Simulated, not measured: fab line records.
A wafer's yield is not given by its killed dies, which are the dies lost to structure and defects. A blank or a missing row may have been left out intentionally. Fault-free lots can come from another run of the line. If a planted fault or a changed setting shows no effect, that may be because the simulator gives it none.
What tool caused it? :: flow nandHarc :: Sampling: 7 lots, 21 wafers, 5 of 1159 route steps

== WHAT THE GAUGES READ, wafer by wafer ==
NHARC_END_SORT_01.
lot: L757
measured: day 21 04:43
on: prober-01
killedAtArray: 6 5 5

== WHICH TOOL RAN EACH LOT (tool, then ch and the chambers of the sampled wafers, then the start) ==
lot: L750
NHARC_P_STI_OXIDE_33: furnace-04 ch 0, day 3 01:22
NHARC_THIN_TSV_PVD_51: pvdSputter-01, day 19 05:02 or earlier
NHARC_THIN_TSV_ANNEAL_52: rtpAnneal-01 ch 0, day 19 05:02
NHARC_THIN_TSV_DESCUM_35: rieDiel-12 ch 1,2,3, day 19 06:59

lot: L757
NHARC_P_STI_OXIDE_33: furnace-04 ch 0, day 4 19:32
NHARC_THIN_TSV_PVD_51: pvdSputter-03, day 20 16:40 or earlier
NHARC_THIN_TSV_ANNEAL_52: rtpAnneal-01 ch 0, day 20 16:40
NHARC_THIN_TSV_DESCUM_35: rieDiel-12 ch 1,2,3, day 20 18:46

lot: L762
NHARC_P_STI_OXIDE_33: furnace-05 ch 0, day 6 00:30
NHARC_THIN_TSV_PVD_51: pvdSputter-02, day 21 16:47 or earlier
NHARC_THIN_TSV_ANNEAL_52: rtpAnneal-01 ch 0, day 21 16:47
NHARC_THIN_TSV_DESCUM_35: rieDiel-07 ch 1,2,3, day 21 18:55

lot: L764
NHARC_P_STI_OXIDE_33: furnace-05 ch 0, day 6 10:14
NHARC_THIN_TSV_PVD_51: pvdSputter-03, day 22 17:54 or earlier
NHARC_THIN_TSV_ANNEAL_52: rtpAnneal-02 ch 0, day 22 17:54
NHARC_THIN_TSV_DESCUM_35: rieDiel-12 ch 0,1,3, day 22 19:58

lot: L766
NHARC_P_STI_OXIDE_33: furnace-08 ch 0, day 6 19:43
NHARC_THIN_TSV_PVD_51: pvdSputter-02, day 23 03:34 or earlier
NHARC_THIN_TSV_ANNEAL_52: rtpAnneal-02 ch 0, day 23 03:34
NHARC_THIN_TSV_DESCUM_35: rieDiel-04 ch 1,2,3, day 23 05:38

lot: L770
NHARC_P_STI_OXIDE_33: furnace-08 ch 0, day 8 00:19
NHARC_THIN_TSV_PVD_51: pvdSputter-03, day 23 21:46 or earlier
NHARC_THIN_TSV_ANNEAL_52: rtpAnneal-01 ch 0, day 23 21:46
NHARC_THIN_TSV_DESCUM_35: rieDiel-12 ch 0,1,2, day 23 23:51

lot: L772
NHARC_P_STI_OXIDE_33: furnace-04 ch 0, day 8 10:21
NHARC_THIN_TSV_PVD_51: pvdSputter-01, day 23 18:18 or earlier
NHARC_THIN_TSV_ANNEAL_52: rtpAnneal-02 ch 0, day 23 18:18
NHARC_THIN_TSV_DESCUM_35: rieDiel-12 ch 2,3, day 23 20:21
- NHARC_P_STI_OXIDE_33: material SiO2, target thk 10 nm, ox time 281 s.
- NHARC_THIN_TSV_PVD_51: deposits Cu, target thk 100 nm.
- NHARC_THIN_TSV_ANNEAL_52: time 90 s.
- NHARC_THIN_TSV_DESCUM_35: chemistry O2, time 3 s.

== THE ANSWER, worked out from the rows above alone ==
Rule: the usual values come from the lots themselves. The widest of any qualifying gaps counts: lots, ordered by their means at a reading, are off when they make up no more than a third of the lots, leave a main group of 4 or more, and stand apart from it by 3 or more times the standard deviation of that group's means. A main group whose means are all the same, to the digits that the tables above print for the reading, isn't used. A lot without any number at a reading at which 4 lots or more have one is off too. Any other lot the step has rows for is counted as sound.
None of the lots is off at any reading shown; this tells nothing.

== WHAT THE SIMULATOR HAD INSERTED ==
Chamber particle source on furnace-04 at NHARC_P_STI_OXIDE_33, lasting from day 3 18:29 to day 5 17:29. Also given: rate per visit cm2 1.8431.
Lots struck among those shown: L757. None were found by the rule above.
